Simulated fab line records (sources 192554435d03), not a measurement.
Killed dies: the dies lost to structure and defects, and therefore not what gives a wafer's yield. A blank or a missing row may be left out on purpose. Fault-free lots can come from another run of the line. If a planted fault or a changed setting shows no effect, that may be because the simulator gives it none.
Which tool did it? ; flow n5_finfet ; 33 wafers from 11 lots sampled at 3 of the route's 1938 steps

== WHAT THE GAUGES READ, wafer by wafer ==
N5_WELL_APT_INSPECT_27: inspects for defects (macro).
lot;measured;on;raw_defect_count
L217;day 1 21:02;defect_inspect-01;1 3 3
L218;day 2 03:05;defect_inspect-02;4 0 3
L221;day 2 21:52;defect_inspect-02;5 2 5
L222;day 3 02:49;defect_inspect-02;2 2 0
L225;day 3 22:16;defect_inspect-02;7 1 0
L226;day 4 02:53;defect_inspect-01;4 1 4
L227;day 4 09:08;defect_inspect-01;2 1 2
L228;day 4 15:07;defect_inspect-02;2 2 1
L232;day 5 14:59;defect_inspect-01;1 4 2
L237;day 6 22:07;defect_inspect-01;1 1 4
L238;day 7 02:47;defect_inspect-01;1 0 1

== WHAT TOOL EACH LOT RAN ON (gives the tool, then ch and the chambers of the sampled wafers, and finally the start) ==
lot;N5_ZERO_LAYER_DESCUM_16;N5_WELL_APT_COAT_02
L217;rie_diel-06 ch 1,2, day 1 18:49;litho_track-01 ch 0, day 1 19:26
L218;rie_diel-01 ch 1,2, day 2 00:51;litho_track-04 ch 0, day 2 01:29
L221;rie_diel-03 ch 1,2,3, day 2 19:38;litho_track-04 ch 0, day 2 20:16
L222;rie_diel-06 ch 0,2,3, day 3 00:42;litho_track-04 ch 0, day 3 01:20
L225;rie_diel-06 ch 1,2,3, day 3 18:57;litho_track-03 ch 0, day 3 19:34
L226;rie_diel-01 ch 0,2,3, day 4 00:49;litho_track-04 ch 0, day 4 01:26
L227;rie_diel-01 ch 2,3, day 4 06:48;litho_track-01 ch 0, day 4 07:25
L228;rie_diel-03 ch 1,2,3, day 4 12:41;litho_track-01 ch 0, day 4 13:32
L232;rie_diel-03 ch 0,1,3, day 5 12:48;litho_track-03 ch 0, day 5 13:25
L237;rie_diel-01 ch 1,2, day 6 20:02;litho_track-04 ch 0, day 6 20:38
L238;rie_diel-01 ch 0,1,3, day 7 00:43;litho_track-04 ch 0, day 7 01:20
- N5_ZERO_LAYER_DESCUM_16: chemistry O2, time 7.9 s.
- N5_WELL_APT_COAT_02: resist thk 950 nm.

== THE ANSWER, worked out from the rows above alone ==
Rule: what is usual is taken from the lots themselves. Put in order of their means at a reading, lots are off if they are a third of the lots or fewer, leave a main group of 4 or more, and stand apart from it by a gap of 3 or more times the standard deviation of the main group's means; of several such gaps the widest counts. If all means in a main group match to the digits the tables above print for the reading, that group is not used. Also off: a lot with no number at a reading for which 4 or more lots have one. Any other lot the step has rows for is counted as sound.
No lot is off at any reading shown: from this, nothing can be told.

== WHAT THE SIMULATOR PUT IN ==
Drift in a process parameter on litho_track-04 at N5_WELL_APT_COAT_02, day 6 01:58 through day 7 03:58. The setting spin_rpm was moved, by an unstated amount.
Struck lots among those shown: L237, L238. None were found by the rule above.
